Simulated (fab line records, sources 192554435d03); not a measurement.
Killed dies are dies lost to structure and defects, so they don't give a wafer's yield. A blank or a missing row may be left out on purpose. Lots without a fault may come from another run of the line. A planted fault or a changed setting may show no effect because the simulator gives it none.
fab line records | flow n5_finfet
record lots=9 wafers=27 last_day=17
route steps=1938 shown BEOL_M8@1376 BEOL_M9@1402 PASSIVATION@1936
lots that met no fault: from a run of the same line without faults
start_h: hours from the record's first day to the start of the lot's first wafer shown | wait_h: hours since the lot's step before | " the same as in the row above | L1.1+2: a row that stands for several wafers | - no value, or no start given | * or withheld: withheld | < > ~ a bound
route shown NAME@n: a module of which the file shows steps, and the number in the route of the first | usual: mean/standard deviation of fault-free wafers | same: alike in all rows | chamber/n: place in a boat | sites: the reading at each site | _std_site: their standard deviation | _edge_site: outer sites' mean less inner sites' | radius_mm: how far each site lies from the wafer's centre | mask NAME#n: copy n | behind: the tool/chamber that last shaped the wafer | hold: why the lot was held/for how many hours/how that ended | device: the transistor (n, p or np) that didn't switch | end of line: the same wafers' tests at the end of the route | a step without rows: its recipe alone | killed: dies lost to structure and defects at the first sort, not the wafer's yield | map: a wafer's dies, x killed, . not, _ none there
set.NAME: the setting as run; set.NAME@STEP: as run at that earlier step | model.NAME: the simulator's own value behind a step, which no gauge read
steps of the route over a sample of lots; a table a step, a row a wafer
services: from which hour (start_h, from the record's first day; less than 0 if before it) a tool's chamber was out of use, for how many hours, and why
## steps
# step N5_BEOL_M8_STRIP_36
# recipe chemistry=N2/H2 power_w=450 temp_c=40 pressure_mtorr=20 rf_frequency_hz=6e+07 overash_fraction=0.3 bias_power_w=7 h2_frac=0.5 n2_flow_sccm=200 h2_flow_sccm=200
# usual chamber_pressure_mTorr=20.00/0.04 drypump_motor_current_A=5.9/0.41 oes_product_au=0.80/0.087 rf_vpp_V=59.3/1.5 showerhead_plenum_p_Torr=2.53/0.079 throttle_valve_pct=23.6/0.34
# columns lot.wafer tool chamber start_h wait_h chamber_pressure_mTorr drypump_motor_current_A oes_product_au rf_hours_counter_h rf_vpp_V showerhead_plenum_p_Torr throttle_valve_pct
L345.2 rie_diel-03 3 216.35 0.0 20.01 5.2 0.68 247 60.4 2.61 24.0
L345.5 " 1 " " 19.96 5.9 0.67 - 60.4 2.49 23.8
L345.6 " 2 " " 20.01 6.0 0.76 - 58.2 2.54 23.1
L350.2 rie_diel-04 0 251.73 0.0 19.98 5.7 0.78 122 59.9 2.44 24.1
L350.3 " 1 " " 19.96 5.6 0.98 8 59.3 2.60 23.4
L350.6 " 1 " " 19.97 5.6 0.96 - 59.5 2.60 23.4
L349.2 rie_diel-03 2 253.44 0.0 19.91 6.0 0.74 141 58.2 2.54 23.2
L349.5 " 2 " " 19.97 6.0 0.75 - 58.7 2.54 23.2
L349.6 " 0 " " 20.00 6.1 0.86 - 56.1 2.48 23.5
L358.2 rie_diel-04 2 310.33 0.0 20.04 4.9 0.68 250 58.6 2.39 23.4
L358.3 " 1 " " 20.02 5.6 0.91 25 61.7 2.59 23.5
L358.5 " 1 " " 20.04 5.6 0.92 - 60.2 2.59 23.5
L359.2 rie_diel-04 3 314.30 0.0 19.98 6.2 0.74 156 60.7 2.43 23.1
L359.4 " 1 " " 19.95 5.7 0.91 - 58.6 2.59 23.5
L359.6 " 0 " " 20.06 5.7 0.76 - 56.2 2.43 24.1
L361.1 rie_diel-03 0 327.24 0.0 19.98 6.1 0.83 84 59.2 2.47 23.5
L361.3 " 1 " " 19.99 5.9 0.95 15 58.8 2.48 23.5
L361.5 " 1 " " 19.99 5.8 0.94 - 57.7 2.48 23.5
L363.2 rie_diel-03 2 343.41 0.0 19.98 6.0 0.72 173 55.0 2.52 23.2
L363.3 " 0 " " 19.96 6.1 0.82 90 59.8 2.46 23.5
L363.4 " 1 " " 19.99 5.9 0.94 20 58.8 2.48 23.5
L365.1 rie_diel-01 3 343.56 0.0 19.93 6.4 0.86 61 61.6 2.68 23.4
L365.2 " 1 " " 20.02 6.0 0.78 144 58.7 2.54 23.9
L365.4 " 2 " " 20.03 6.5 0.70 210 62.4 2.51 24.1
L364.2 rie_diel-01 2 348.24 0.0 19.97 6.4 0.71 211 58.8 2.51 24.1
L364.4 " 1 " " 20.00 6.0 0.77 146 58.3 2.54 23.9
L364.6 " 3 " " 19.98 6.4 0.87 - 57.6 2.68 23.4
# step N5_BEOL_M8_CMP_52
# recipe stop_on=SiCOH_lowk t_overpolish_s=6.9 down_force_psi=1 platen_rpm=50 clearing_platen_down_force_psi=1.5 clearing_platen_rpm=50 post_cmp_clean=cu_alkaline target_thk_nm=80 clearing_platen_pad_velocity_m_s=0.99484 pad_velocity_m_s=0.99484
# usual barrier_field_endpoint_s=29.2/0.59 clearing_platen_rpm=49.994/0.028 edge_zone_pressure_frac=1.000/0.0049 motor_current_A=6.1/0.64 overpolish_run_s=6.901/0.0088 time_to_endpoint_s=63.3/2.3
# columns lot.wafer tool chamber start_h wait_h barrier_field_endpoint_s clearing_platen_rpm edge_zone_pressure_frac motor_current_A overpolish_run_s time_to_endpoint_s
L345.2 cmp-03 0 218.70 0.3 28.7 49.975 0.994 5.6 6.891 62.2
L345.5 " 2 " " 29.6 50.006 1.006 5.4 6.925 61.8
L345.6 " 3 " " 29.7 50.011 0.996 5.4 6.898 63.5
L350.2 cmp-03 0 255.29 0.2 29.1 50.013 0.995 5.8 6.900 63.1
L350.3 " 2 " " 29.6 49.964 1.003 5.6 6.897 64.4
L350.6 " 1 " " 30.3 49.986 0.998 5.2 6.895 65.9
L349.2 cmp-03 3 256.24 0.3 29.4 50.010 1.001 5.7 6.900 66.4
L349.6 " 0 " " 28.7 50.013 0.998 5.6 6.903 60.3
L349.5 " 1 " " 29.4 50.020 0.996 4.8 6.915 61.8
L358.3 cmp-04 2 314.33 0.2 29.2 50.008 0.998 6.1 6.902 61.8
L358.2 " 3 " " 28.6 49.969 0.998 6.2 6.897 60.5
L358.5 " 2 " " 28.8 50.032 0.998 6.6 6.902 60.4
L359.2 cmp-01 2 317.40 0.2 28.1 49.979 1.010 7.3 6.896 62.6
L359.4 " 3 " " 28.6 50.008 1.001 6.9 6.903 62.5
L359.6 " 1 " " 29.4 50.005 0.999 5.9 6.895 66.3
L361.3 cmp-01 2 331.17 0.2 29.3 49.976 1.004 7.6 6.894 66.2
L361.1 " 3 " " 29.7 50.003 1.000 6.7 6.899 67.1
L361.5 " 2 " " 29.1 49.948 1.002 7.2 6.900 64.2
L363.2 cmp-03 1 345.39 0.2 29.5 49.980 0.997 5.3 6.910 67.3
L363.3 " 2 " " 29.0 50.035 1.004 5.2 6.894 60.8
L363.4 " 3 " " 29.6 50.030 1.003 5.2 6.890 63.8
L365.4 cmp-03 3 346.67 0.1 29.4 50.018 0.998 5.2 6.904 63.6
L365.1 " 1 " " 29.4 49.985 1.000 4.9 6.903 64.0
L365.2 " 2 " " 29.7 49.953 0.999 5.5 6.875 62.6
L364.2 cmp-04 0 351.12 0.2 29.0 49.984 1.009 6.9 6.905 63.8
L364.4 " 2 " " 28.8 49.982 0.996 6.3 6.903 61.2
L364.6 " 0 " " 29.0 49.959 1.002 6.9 6.908 62.2
# step N5_BEOL_M8_INSPECT_58
# recipe inspect_instrument=darkfield mode=post_dep
# usual raw_defect_count=74/25
# columns lot.wafer tool chamber start_h wait_h raw_defect_count
L345.2 defect_inspect-01 - 219.09 0.0 54
L345.5 " - " " 43
L345.6 " - " " 62
L350.2 defect_inspect-01 - 255.74 0.0 1185
L350.3 " - " " 1145
L350.6 " - " " 1138
L349.2 defect_inspect-02 - 256.58 0.0 1253
L349.5 " - " " 1198
L349.6 " - " " 1108
L358.2 defect_inspect-01 - 314.78 0.0 55
L358.3 " - " " 160
L358.5 " - " " 64
L359.2 defect_inspect-02 - 317.81 0.0 83
L359.4 " - " " 122
L359.6 " - " " 87
L361.1 defect_inspect-02 - 331.62 0.0 59
L361.3 " - " " 68
L361.5 " - " " 62
L363.2 defect_inspect-01 - 345.84 0.0 73
L363.3 " - " " 138
L363.4 " - " " 65
L365.1 defect_inspect-01 - 347.12 0.0 100
L365.2 " - " " 98
L365.4 " - " " 86
L364.2 defect_inspect-01 - 351.53 0.0 68
L364.4 " - " " 42
L364.6 " - " " 38
# step N5_BEOL_M9_CURE_71
# recipe temp_c=385 time_s=240 ambient=He/Ar material=SiCOH_lowk
# usual lamp_power_pct=52.31/0.053 wafer_temp_C_max=386.4/0.42
# columns lot.wafer tool chamber start_h wait_h lamp_power_pct wafer_temp_C_max
L345.2 uv_cure-01 1 219.28 0.1 52.37 386.1
L345.5 " 1 " " 52.30 386.3
L345.6 " 1 " " 52.32 386.4
L350.2 uv_cure-03 0 255.93 0.1 52.30 386.7
L350.3 " 0 " " 52.38 386.7
L350.6 " 0 " " 52.30 387.1
L349.2 uv_cure-02 2 256.86 0.2 52.37 386.1
L349.5 " 2 " " 52.28 386.2
L349.6 " 2 " " 52.33 386.1
L358.2 uv_cure-02 0 314.98 0.1 52.32 385.6
L358.3 " 0 " " 52.35 386.5
L358.5 " 0 " " 52.27 386.2
L359.2 uv_cure-01 2 318.06 0.2 52.32 387.2
L359.4 " 2 " " 52.27 387.2
L359.6 " 2 " " 52.28 387.0
L361.1 uv_cure-02 2 331.74 0.0 52.29 386.2
L361.3 " 2 " " 52.27 386.3
L361.5 " 2 " " 52.29 386.5
L363.2 uv_cure-03 2 346.03 0.1 52.26 386.6
L363.3 " 2 " " 52.33 386.5
L363.4 " 2 " " 52.35 386.8
L365.1 uv_cure-01 2 347.24 0.0 52.26 386.4
L365.2 " 2 " " 52.35 386.7
L365.4 " 2 " " 52.33 386.2
L364.2 uv_cure-03 2 351.73 0.1 52.29 386.7
L364.4 " 2 " " 52.28 386.6
L364.6 " 2 " " 52.22 387.0
# step N5_BEOL_M9_PECVD_70
# recipe material=SiO2 target_thk_a=200 temp_c=400 precursor=TEOS/O2 pressure_torr=5.5 rf_w=450 teos_flow_sccm=53.8 gas=O2 flow_sccm=3000 time_s=22.7
# usual heater_power_w=662/110 rf_fwd_power_W=444.2/2.2 showerhead_plenum_p_Torr=8.75/0.05 throttle_valve_pct=21.9/1.3
# columns lot.wafer tool chamber start_h wait_h heater_power_w rf_fwd_power_W showerhead_plenum_p_Torr throttle_valve_pct
L345.2 pecvd-01 2 219.75 0.0 545 445.7 8.81 20.2
L345.5 " 1 " " 783 442.2 8.74 22.8
L345.6 " 2 " " 543 445.6 8.80 20.3
L350.2 pecvd-04 1 256.40 0.0 727 445.7 8.72 22.1
L350.3 " 2 " " 893 445.8 8.77 19.8
L350.6 " 2 " " 899 448.2 8.76 19.8
L349.2 pecvd-01 0 257.73 0.0 498 442.0 8.79 23.5
L349.5 " 2 " " 588 444.6 8.82 20.6
L349.6 " 0 " " 502 442.4 8.78 23.7
L358.2 pecvd-03 0 315.45 0.0 786 442.4 8.61 22.7
L358.3 " 2 " " 699 442.7 8.70 20.8
L358.5 " 0 " " 779 444.0 8.60 22.6
L359.2 pecvd-01 2 318.53 0.0 647 446.5 8.80 20.5
L359.4 " 0 " " 502 445.6 8.77 23.7
L359.6 " 1 " " 721 442.2 8.73 22.7
L361.1 pecvd-01 0 332.29 0.0 488 443.9 8.77 24.0
L361.3 " 1 " " 652 442.2 8.75 22.7
L361.5 " 1 " " 663 444.5 8.76 23.1
L363.2 pecvd-01 0 346.50 0.0 474 443.7 8.79 23.4
L363.3 " 2 " " 652 444.4 8.80 20.4
L363.4 " 2 " " 676 447.4 8.80 20.7
L365.1 pecvd-03 0 347.79 0.0 786 442.7 8.60 22.6
L365.2 " 1 " " 589 445.7 8.75 21.4
L365.4 " 1 " " 605 445.3 8.74 21.4
L364.2 pecvd-04 2 352.20 0.0 942 446.6 8.76 20.0
L364.4 " 1 " " 626 447.7 8.70 22.2
L364.6 " 2 " " 903 445.4 8.75 20.0
# step N5_BEOL_M9_INSPECT_13
# recipe mode=adi inspect_instrument=brightfield
# usual raw_defect_count=419/82
# columns lot.wafer tool chamber start_h wait_h raw_defect_count
L345.2 defect_inspect-01 - 221.16 0.0 507
L345.5 " - " " 396
L345.6 " - " " 500
L350.2 defect_inspect-02 - 257.61 0.0 1486
L350.3 " - " " 1427
L350.6 " - " " 1483
L349.2 defect_inspect-02 - 258.83 0.0 1576
L349.5 " - " " 1449
L349.6 " - " " 1343
L358.2 defect_inspect-01 - 317.48 0.0 449
L358.3 " - " " 570
L358.5 " - " " 353
L359.2 defect_inspect-01 - 324.18 0.0 439
L359.4 " - " " 505
L359.6 " - " " 405
L361.1 defect_inspect-02 - 334.23 0.0 361
L361.3 " - " " 485
L361.5 " - " " 471
L363.2 defect_inspect-01 - 348.27 0.0 480
L363.3 " - " " 448
L363.4 " - " " 494
L365.1 defect_inspect-01 - 348.80 0.0 456
L365.2 " - " " 427
L365.4 " - " " 495
L364.2 defect_inspect-02 - 354.54 0.0 421
L364.4 " - " " 403
L364.6 " - " " 398
# step N5_BEOL_M9_INSPECT_30
# recipe mode=adi inspect_instrument=brightfield
# usual raw_defect_count=422/92
# columns lot.wafer tool chamber start_h wait_h raw_defect_count
L345.2 defect_inspect-01 - 222.86 0.0 499
L345.5 " - " " 389
L345.6 " - " " 513
L350.2 defect_inspect-01 - 260.30 0.0 1453
L350.3 " - " " 1420
L350.6 " - " " 1474
L349.2 defect_inspect-01 - 260.48 0.0 1561
L349.5 " - " " 1449
L349.6 " - " " 1319
L358.2 defect_inspect-01 - 323.75 0.0 481
L358.3 " - " " 588
L358.5 " - " " 373
L359.2 defect_inspect-02 - 326.59 0.0 498
L359.4 " - " " 505
L359.6 " - " " 420
L361.1 defect_inspect-01 - 336.63 0.1 340
L361.3 " - " " 504
L361.5 " - " " 477
L363.2 defect_inspect-01 - 349.29 0.0 490
L363.3 " - " " 440
L363.4 " - " " 481
L365.1 defect_inspect-02 - 349.68 0.1 479
L365.2 " - " " 468
L365.4 " - " " 537
L364.2 defect_inspect-01 - 357.25 0.0 406
L364.4 " - " " 367
L364.6 " - " " 374
# step N5_PASSIVATION_PROBE_49
# usual defect_limited_yield=91.6/1.4 killed_at_M0_to_M3=35/10 killed_at_M4_up=13/5.3 killed_at_contacts=12/5.9 killed_at_front_end=36/9.9 killed_at_other=3.2/3 killed_dies=99/16 killed_on_rim=13/3.9 killed_open=66/12 killed_short=32/7.7 sort_bin_5_function=4.9/0.91 sort_bin_6_memory=3.2/0.65 sort_n_pass=1081/16 sort_yield_pct=91.6/1.4
# same gross_dies=1180 killed_at_back_side=0 sort_bin_4_leakage[%]=0 sort_bin_8_speed[%]=0
# columns lot.wafer tool chamber start_h wait_h defect_limited_yield[%] killed_at_M0_to_M3 killed_at_M4_up killed_at_contacts killed_at_front_end killed_at_other killed_dies killed_on_rim killed_open killed_short sort_bin_5_function[%] sort_bin_6_memory[%] sort_n_pass sort_yield_pct[%]
L345.2 prober-02 - 288.71 0.1 91.9 38 13 15 25 5 96 11 72 21 4.7 3.1 1084 91.9
L345.5 prober-02 - 288.86 0.2 92.1 38 13 11 25 6 93 15 54 38 4.3 3.4 1087 92.1
L345.6 prober-02 - 288.91 0.3 92.1 30 9 11 28 15 93 13 58 35 5.3 2.1 1087 92.1
L349.2 prober-01 - 323.77 0.1 33.0 28 721 8 22 12 791 95 54 29 43.5 17.5 389 33.0
L349.5 prober-01 - 323.92 0.2 35.7 26 692 5 31 5 759 103 50 28 43.1 16.0 421 35.7
L349.6 prober-01 - 323.97 0.3 36.8 16 685 4 35 6 746 102 45 26 43.5 14.9 434 36.8
L350.2 prober-02 - 323.77 0.1 35.3 22 702 5 35 0 764 99 56 19 44.3 16.2 416 35.3
L350.3 prober-02 - 323.82 0.1 36.8 30 681 8 26 1 746 94 49 22 42.4 16.6 434 36.8
L350.6 prober-02 - 323.97 0.3 36.2 43 667 15 25 3 753 99 73 20 41.1 17.0 427 36.2
L359.2 prober-02 - 389.30 0.1 91.5 32 14 8 43 3 100 11 68 31 4.8 3.4 1080 91.5
L359.4 prober-02 - 389.40 0.2 91.6 47 16 6 29 1 99 14 66 33 4.7 3.3 1081 91.6
L359.6 prober-02 - 389.50 0.3 92.3 47 10 6 27 1 91 10 53 38 4.8 2.5 1089 92.3
# killed by level:class
L345.2 MOL_CONTACT_COAG:geometric_particle:open=13 STI_FIN_REVEAL:geometric_particle:open=10 BEOL_M0_SAQP:geometric_particle:open=10 BEOL_M3:geometric_particle:open=10 BEOL_M0_SAQP:geometric_particle:short=5 BEOL_M1:geometric_particle:open=5 DUMMY_GATE:geometric_particle:open=4 GATE_CUT:geometric_particle:short=4
L345.5 BEOL_M0_SAQP:geometric_particle:short=11 BEOL_M3:geometric_particle:open=11 STI_FIN_REVEAL:geometric_particle:open=8 MOL_CONTACT_COAG:geometric_particle:open=8 BEOL_M3:geometric_particle:short=6 BEOL_M4:geometric_particle:open=6 STARTING-WAFER:geometric_particle:short=5 BEOL_M0_SAQP:geometric_particle:open=4
L345.6 BEOL_M2:geometric_particle:open=11 BEOL_M0_SAQP:geometric_particle:open=9 MOL_CONTACT_COAG:geometric_particle:short=6 GATE_CUT:geometric_particle:short=5 MOL_CONTACT_COAG:geometric_particle:open=5 BEOL_M3:geometric_particle:open=5 FIN_SAQP:geometric_particle:open=4 DUMMY_GATE:geometric_particle:open=4
L349.2 BEOL_M8:unspecified=708 FIN_SAQP:geometric_particle:open=9 MOL_CONTACT_COAG:geometric_particle:open=6 BEOL_M1:geometric_particle:open=6 MIM_TOP_ETCH:geometric_particle:short=6 BEOL_M0_SAQP:geometric_particle:short=5 BEOL_M3:geometric_particle:open=5 STI_FIN_REVEAL:geometric_particle:open=4
L350.2 BEOL_M8:unspecified=689 FIN_SAQP:geometric_particle:open=12 DUMMY_GATE:geometric_particle:open=9 FIN_SAQP:geometric_particle:short=7 BEOL_M0_SAQP:geometric_particle:open=5 BEOL_M4:geometric_particle:open=5 BEOL_M2:geometric_particle:open=4 BEOL_M1:geometric_particle:open=4
L350.3 BEOL_M8:unspecified=675 BEOL_M0_SAQP:geometric_particle:open=7 BEOL_M3:geometric_particle:open=6 FIN_SAQP:geometric_particle:short=5 FIN_SAQP:geometric_particle:open=5 MOL_CONTACT_COAG:geometric_particle:open=5 STI_FIN_REVEAL:geometric_particle:open=4 DUMMY_GATE:geometric_particle:open=4
L349.5 BEOL_M8:unspecified=681 FIN_SAQP:geometric_particle:open=11 BEOL_M3:geometric_particle:open=7 FIN_SAQP:geometric_particle:short=6 BEOL_M0_SAQP:geometric_particle:open=5 BEOL_M0_SAQP:geometric_particle:short=4 MOL_CONTACT_COAG:geometric_particle:open=4 BEOL_M1:geometric_particle:open=4
L349.6 BEOL_M8:unspecified=673 FIN_SAQP:geometric_particle:short=9 FIN_SAQP:geometric_particle:open=8 STI_FIN_REVEAL:geometric_particle:open=8 BEOL_M3:geometric_particle:open=5 MOL_CONTACT_COAG:geometric_particle:open=3 BEOL_M2:geometric_particle:open=3 BEOL_M4:geometric_particle:open=3
L350.6 BEOL_M8:unspecified=659 BEOL_M2:geometric_particle:open=19 MOL_CONTACT_COAG:geometric_particle:open=15 BEOL_M0_SAQP:geometric_particle:short=6 BEOL_M0_SAQP:geometric_particle:open=6 STI_FIN_REVEAL:geometric_particle:open=5 BEOL_M0:geometric_particle:open=4 BEOL_M3:geometric_particle:open=4
L359.2 STI_FIN_REVEAL:geometric_particle:open=13 MOL_CONTACT_COAG:geometric_particle:open=7 BEOL_M0_SAQP:geometric_particle:short=7 FIN_SAQP:geometric_particle:short=6 FIN_SAQP:geometric_particle:open=6 GATE_CUT:geometric_particle:open=6 BEOL_M0_SAQP:geometric_particle:open=6 BEOL_M1:geometric_particle:open=6
L359.4 BEOL_M0_SAQP:geometric_particle:open=15 BEOL_M1:geometric_particle:open=10 FIN_SAQP:geometric_particle:short=8 BEOL_M0_SAQP:geometric_particle:short=8 BEOL_M3:geometric_particle:open=7 STI_FIN_REVEAL:geometric_particle:open=4 MOL_CONTACT_COAG:geometric_particle:open=4 STARTING-WAFER:geometric_particle:short=4
L359.6 BEOL_M0_SAQP:geometric_particle:short=12 FIN_SAQP:geometric_particle:short=8 STI_FIN_REVEAL:geometric_particle:open=8 BEOL_M0_SAQP:geometric_particle:open=8 BEOL_M2:geometric_particle:open=8 BEOL_M1:geometric_particle:open=6 BEOL_M0:geometric_particle:open=4 MOL_CONTACT_COAG:geometric_particle:short=3
## services
# columns tool chamber start_h hours kind
pecvd-03 - 200.13 2.5 repair
uv_cure-03 - 210.00 1.0 pm
pecvd-04 - 217.65 0.6 repair
rie_diel-01 3 218.62 7.3 repair
cmp-01 - 220.40 2.2 repair
pecvd-01 0 220.69 5.0 repair
uv_cure-01 - 234.39 7.2 repair
pecvd-03 - 253.57 0.4 repair
rie_diel-04 0 264.37 1.6 repair
cmp-01 - 267.95 0.5 repair
pecvd-03 - 270.44 0.6 repair
rie_diel-01 0 279.48 7.2 repair
uv_cure-02 - 279.89 2.1 pm
uv_cure-03 - 282.59 7.5 pm
cmp-03 - 283.29 4.0 pm
uv_cure-01 - 284.79 7.5 pm
cmp-01 - 290.35 14.0 repair
rie_diel-03 - 290.80 2.8 pm
rie_diel-04 1 291.19 8.4 repair
uv_cure-01 - 295.19 9.9 repair
cmp-03 - 299.85 1.4 repair
uv_cure-03 - 318.44 1.2 repair
uv_cure-02 - 342.75 22.2 pm
cmp-03 - 351.33 0.3 repair
## key
first_sign step=N5_BEOL_M8_INSPECT_58 reading=raw_defect_count direction=up sigmas=44 usual=74 struck=1171
effect step=N5_BEOL_M9_INSPECT_13 reading=raw_defect_count direction=up sigmas=13 usual=419 struck=1461
effect step=N5_BEOL_M9_INSPECT_30 reading=raw_defect_count direction=up sigmas=11 usual=422 struck=1446
effect step=N5_PASSIVATION_PROBE_49 reading=killed_at_M4_up direction=up sigmas=99+ usual=13 struck=691
more_kills_born_at N5_BEOL_M8_CMP_52@cmp-03=4085
met_at N5_BEOL_M8_CMP_52
struck_lots L349,L350
not_acting_at N5_BEOL_M8_STRIP_36,N5_BEOL_M9_CURE_71,N5_BEOL_M9_PECVD_70
onset_between 218.70 255.29
fault kind=chamber_particle_source tool=cmp-03 chamber=- onset_h=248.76 steps=N5_BEOL_M8_CMP_52 rate_per_visit_cm2=1.7202 end_h=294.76
